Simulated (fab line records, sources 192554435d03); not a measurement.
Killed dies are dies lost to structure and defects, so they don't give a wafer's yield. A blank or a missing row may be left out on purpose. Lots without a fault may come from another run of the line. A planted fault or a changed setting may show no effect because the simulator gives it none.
Chamber matching | flow n5_finfet | N5_BEOL_M0_SAQP_ETCH_107 on rie_diel-05: 4 sister chambers
The step etches SiNx in CH3F/O2, target depth 30 nm. 20 wafers are shown with their chamber, then 10 later ones without.

WAFERS WITH THEIR CHAMBER
wafer  | chamber | showerhead_plenum_p_Torr (Torr) | throttle_valve_pct (%) | drypump_motor_current_A (A)
L074.1 | 3       | 1.99                            | 16.10                  | 5.1
L074.3 | 0       | 1.98                            | 16.63                  | 5.8
L074.6 | 0       | 1.98                            | 16.65                  | 5.8
L078.1 | 3       | 1.98                            | 16.10                  | 5.1
L078.3 | 1       | 2.07                            | 16.42                  | 5.7
L078.4 | 0       | 1.98                            | 16.65                  | 5.7
L080.1 | 2       | 2.09                            | 16.74                  | 6.0
L080.4 | 0       | 1.98                            | 16.66                  | 5.8
L080.6 | 0       | 1.98                            | 16.66                  | 5.8
L081.1 | 1       | 2.07                            | 16.43                  | 5.6
L081.3 | 3       | 1.98                            | 16.12                  | 5.1
L081.4 | 2       | 2.09                            | 16.75                  | 6.0
L083.2 | 1       | 2.07                            | 16.45                  | 5.6
L083.4 | 3       | 1.98                            | 16.13                  | 5.1
L083.6 | 1       | 2.07                            | 16.45                  | 5.6
L086.1 | 3       | 1.98                            | 16.14                  | 5.1
L086.5 | 2       | 2.09                            | 16.78                  | 6.0
L086.6 | 1       | 2.06                            | 16.46                  | 5.7
L087.1 | 2       | 2.09                            | 16.77                  | 6.0
L087.2 | 1       | 2.06                            | 16.46                  | 5.6

SIGNATURES (means of the wafers above)
reading                  | chamber 0 | chamber 1 | chamber 2 | chamber 3 | scatter within a chamber
showerhead_plenum_p_Torr | 1.9800    | 2.0667    | 2.0900    | 1.9820    | 0.00365
throttle_valve_pct       | 16.6500   | 16.4450   | 16.7600   | 16.1180   | 0.0163
drypump_motor_current_A  | 5.780     | 5.633     | 6.000     | 5.100     | 0.0365
Rule: a wafer's distance from a chamber is the root of the sum, over the readings, of the square of ((its reading less the chamber's mean) divided by the reading's scatter). The wafer belongs to the nearest chamber; if the next one is less than 2 further off, it can't be placed. The scatter: the root of (the sum of the squares of (reading less its chamber's mean) over the shown wafers, divided by (wafers less chambers)).

WAFERS WITHOUT THEIR CHAMBER
wafer  | showerhead_plenum_p_Torr (Torr) | throttle_valve_pct (%) | drypump_motor_current_A (A)
L087.5 | 1.98                            | 16.16                  | 5.1
L088.1 | 1.98                            | 16.15                  | 5.2
L088.3 | 2.06                            | 16.46                  | 5.7
L088.6 | 2.09                            | 16.78                  | 6.0
L091.1 | 2.08                            | 16.79                  | 6.0
L091.2 | 1.98                            | 16.16                  | 5.1
L091.6 | 1.97                            | 16.19                  | 5.8
L092.1 | 2.06                            | 16.47                  | 5.6
L092.2 | 2.08                            | 16.80                  | 6.0
L092.6 | 1.98                            | 16.16                  | 5.1

WHICH CHAMBER EACH WENT THROUGH
wafer  | from the rows above | in truth
L087.5 | 3                   | 3
L088.1 | 3                   | 3
L088.3 | 1                   | 1
L088.6 | 2                   | 2
L091.1 | 2                   | 2
L091.2 | 3                   | 3
L091.6 | 3                   | 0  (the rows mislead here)
L092.1 | 1                   | 1
L092.2 | 2                   | 2
L092.6 | 3                   | 3
Placed correctly: 9 of 10. Can't be placed from these rows: 0. Placed wrongly: 1.
